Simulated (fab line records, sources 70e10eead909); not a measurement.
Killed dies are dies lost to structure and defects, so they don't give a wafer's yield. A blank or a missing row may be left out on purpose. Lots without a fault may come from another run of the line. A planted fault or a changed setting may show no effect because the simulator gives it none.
Chamber matching | flow nand_harc | NHARC_P_BONDPAD_ETCH_37 on rie_diel-12: 4 sister chambers
The step etches the open film in N2/H2, target depth 60 nm, overetch 18 nm, time 65.91 s. 18 wafers are shown with their chamber, then 9 later ones without.

WAFERS WITH THEIR CHAMBER
wafer  | chamber | drypump_motor_current_A (A) | rf_vpp_V (V) | chamber_pressure_mTorr (mTorr)
L074.1 | 1       | 5.6                         | 428.5        | 30.024
L074.2 | 2       | 4.9                         | 432.6        | 29.980
L074.5 | 3       | 5.5                         | 430.3        | 29.976
L075.1 | 2       | 4.9                         | 432.1        | 29.995
L075.4 | 1       | 5.6                         | 428.3        | 29.987
L075.6 | 3       | 5.4                         | 429.4        | 30.009
L077.1 | 1       | 5.5                         | 429.8        | 30.013
L077.2 | 0       | 5.6                         | 430.9        | 29.960
L077.3 | 3       | 5.4                         | 430.5        | 29.989
L082.2 | 0       | 5.6                         | 432.2        | 29.919
L082.4 | 1       | 5.5                         | 427.0        | 29.999
L082.5 | 3       | 5.5                         | 430.6        | 30.019
L085.1 | 0       | 5.6                         | 430.3        | 29.966
L085.2 | 2       | 4.8                         | 432.5        | 30.036
L085.5 | 2       | 4.8                         | 433.9        | 29.992
L086.1 | 3       | 5.4                         | 429.5        | 30.031
L086.2 | 2       | 4.8                         | 432.5        | 30.018
L086.5 | 1       | 5.5                         | 428.9        | 29.990

SIGNATURES (means of the wafers above)
reading                 | chamber 0 | chamber 1 | chamber 2 | chamber 3 | scatter within a chamber
drypump_motor_current_A | 5.600     | 5.540     | 4.840     | 5.440     | 0.0507
rf_vpp_V                | 431.133   | 428.500   | 432.720   | 430.060   | 0.811
chamber_pressure_mTorr  | 29.94833  | 30.00260  | 30.00420  | 30.00480  | 0.0212
Rule: a wafer's distance from a chamber is the root of the sum, over the readings, of the square of ((its reading less the chamber's mean) divided by the reading's scatter). The wafer belongs to the nearest chamber; if the next one is less than 2 further off, it can't be placed. The scatter: the root of (the sum of the squares of (reading less its chamber's mean) over the shown wafers, divided by (wafers less chambers)).

WAFERS WITHOUT THEIR CHAMBER
wafer  | drypump_motor_current_A (A) | rf_vpp_V (V) | chamber_pressure_mTorr (mTorr)
L087.2 | 5.4                         | 431.6        | 29.984
L087.5 | 5.5                         | 426.5        | 29.956
L087.6 | 4.9                         | 431.8        | 29.949
L091.1 | 5.4                         | 431.6        | 29.962
L091.2 | 4.8                         | 431.9        | 29.977
L091.3 | 5.5                         | 430.3        | 30.082
L094.1 | 5.5                         | 431.5        | 30.011
L094.3 | 5.4                         | 431.2        | 30.010
L094.6 | 5.5                         | 432.1        | 30.025

WHICH CHAMBER EACH WENT THROUGH
wafer  | from the rows above          | in truth
L087.2 | 3                            | 3
L087.5 | can't be placed: 1 or 3      | 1
L087.6 | 2                            | 2
L091.1 | can't be placed: 3 or 0      | 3
L091.2 | 2                            | 2
L091.3 | can't be placed: 3 or 1      | 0
L094.1 | can't be placed: 3 or 0 or 1 | 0
L094.3 | 3                            | 3
L094.6 | can't be placed: 3 or 0 or 1 | 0
Placed correctly: 4 of 9. Can't be placed from these rows: 5 (the true chamber is among the candidates in 4). Placed wrongly: 0.
